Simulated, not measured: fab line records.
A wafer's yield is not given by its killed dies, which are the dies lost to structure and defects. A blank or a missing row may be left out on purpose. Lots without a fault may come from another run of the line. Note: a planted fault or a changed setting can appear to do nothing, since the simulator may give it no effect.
Chamber matching ; flow nand harc ; 3 sister chambers for NHARC_P_M1_DEP_33 on pecvd-04
The step deposits SiCN, target thk 30 nm. 16 wafers are shown with their chamber, then 8 later ones without.

## EACH WAFER AND ITS CHAMBER
wafer;chamber;heater power w (W)
L908.2;2;649
L908.4;2;643
L908.5;0;623
L910.1;2;624
L910.2;1;579
L910.5;0;741
L912.1;0;650
L912.3;2;545
L912.5;0;639
L914.2;1;587
L914.4;0;644
L914.6;2;667
L915.1;2;601
L915.2;0;640
L915.3;1;616
L921.2;2;640

SIGNATURES, as means of the wafers listed above
reading;chamber 0;chamber 1;chamber 2;scatter within a chamber
heater power w;656.17;594.00;624.14;38.9
Rule: a wafer lies at a distance from a chamber equal to the root of the sum of squares, over the readings, of (its reading less the chamber's mean, divided by the reading's scatter). The wafer belongs to the nearest chamber; if the next one is less than 2 further off, it can't be placed. The scatter is the square root of a quotient: the sum, over the shown wafers, of each reading's squared deviation from its chamber's mean, divided by wafers minus chambers.

## WAFERS WHOSE CHAMBER IS MISSING
wafer;heater power w (W)
L921.3;569
L921.5;712
L925.1;664
L925.2;703
L925.3;526
L929.1;519
L929.2;628
L929.6;705

## WHICH CHAMBER EACH WENT THROUGH
wafer;from the rows above;in truth
L921.3;can't be placed: 1 or 2 or 0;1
L921.5;can't be placed: 0 or 2 or 1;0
L925.1;can't be placed: 0 or 2 or 1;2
L925.2;can't be placed: 0 or 2 or 1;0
L925.3;can't be placed: 1 or 2 or 0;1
L929.1;can't be placed: 1 or 2 or 0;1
L929.2;can't be placed: 2 or 0 or 1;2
L929.6;can't be placed: 0 or 2 or 1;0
Placed correctly: 0 of 8. From these rows, 8 cannot be placed; in 8 the true chamber is one of the candidates. Number placed wrongly: 0.
